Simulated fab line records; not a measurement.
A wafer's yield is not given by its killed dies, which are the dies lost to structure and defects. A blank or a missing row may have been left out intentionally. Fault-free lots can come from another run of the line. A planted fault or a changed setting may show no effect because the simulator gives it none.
Struck lot and sound lot, side by side    flow nand harc    13 steps out of a route of 1302
Sound: wafers L659.1, L659.3, L659.6. Wafers struck: L665.3, L665.4, L665.5. The cause comes at the end.
For every step that has rows: the tool of each side, followed by ch and its chambers, followed by its first start. Under that, the readings that differ: sound wafers    struck wafers    difference of the means    sigmas: that difference in standard deviations of wafers without a fault.
alike: words and numbers the same on both sides, and readings whose means are apart by under 2 such deviations; not compared: readings that were withheld, readings missing a value for some wafer, numbers with overlapping values and no deviation given by the record, and bounds like >300 which may hide the same value.
The two part at a step that has a row with sigmas, a row that says differs or no value, or rows on one side only. Numbers that have no deviation but don't overlap get no sigmas and don't part them. A reading missing from all wafers of one side parts the sides only when that side holds two or more wafers.

NHARC_A_WL_FILL_INSPECT_15:
  struck on defect inspect-01, day 24 19:49; sound on defect inspect-01, day 22 02:37
  alike: raw defect count
NHARC_A_CONTACT_DEP_24: deposits SiO2, target thk 500 nm.
  sound on pecvd-02 ch 1, day 22 02:41; struck on pecvd-03 ch 0,1,2, day 24 19:53
  alike: heater power w, showerhead vpp V, throttle valve pct
NHARC_A_CONTACT_DEP_28: deposits aC, target thk 7000 nm.
  sound on acl dep-02 ch 0, day 22 03:34; struck on acl dep-01 ch 0, day 24 22:41
  alike: throttle valve pct
NHARC_A_CONTACT_DEP_29: deposits SiON, target thk 100 nm.
  sound on pecvd-02 ch 0,1,2, day 22 07:45; struck on pecvd-02 ch 1,2, day 25 01:37
  alike: heater power w, showerhead vpp V
then, 7 steps without rows for these wafers: NHARC_A_CONTACT_DEHYDRATE_32 (time 120 s); NHARC_A_CONTACT_HMDS_33 (time 30 s); NHARC_A_CONTACT_COAT_34 (time 75 s); NHARC_A_CONTACT_COAT_35 (time 65 s); NHARC_A_CONTACT_COAT_36 (resist thk 90 nm); NHARC_A_CONTACT_SOFTBAKE_37 (time 55 s); NHARC_A_CONTACT_EBR_38.
NHARC_A_CONTACT_EXPOSE_39: exposes mask A CC 3.
  struck on arfi scanner-01, day 25 02:09; sound on arfi scanner-01 ch 0, day 22 08:13
  no value came back on the struck wafers for exposure dose mJ cm2, focus offset nm (nm), na; on the sound wafers exposure dose mJ cm2 reads 58.80 58.83 58.80
  alike: mask
then, 1 step without rows for these wafers: NHARC_A_CONTACT_PEB_40 (peb time 65 s).

## WHERE THEY PART
Only at NHARC_A_CONTACT_EXPOSE_39, within this record.

WHY: whatever the simulator had introduced
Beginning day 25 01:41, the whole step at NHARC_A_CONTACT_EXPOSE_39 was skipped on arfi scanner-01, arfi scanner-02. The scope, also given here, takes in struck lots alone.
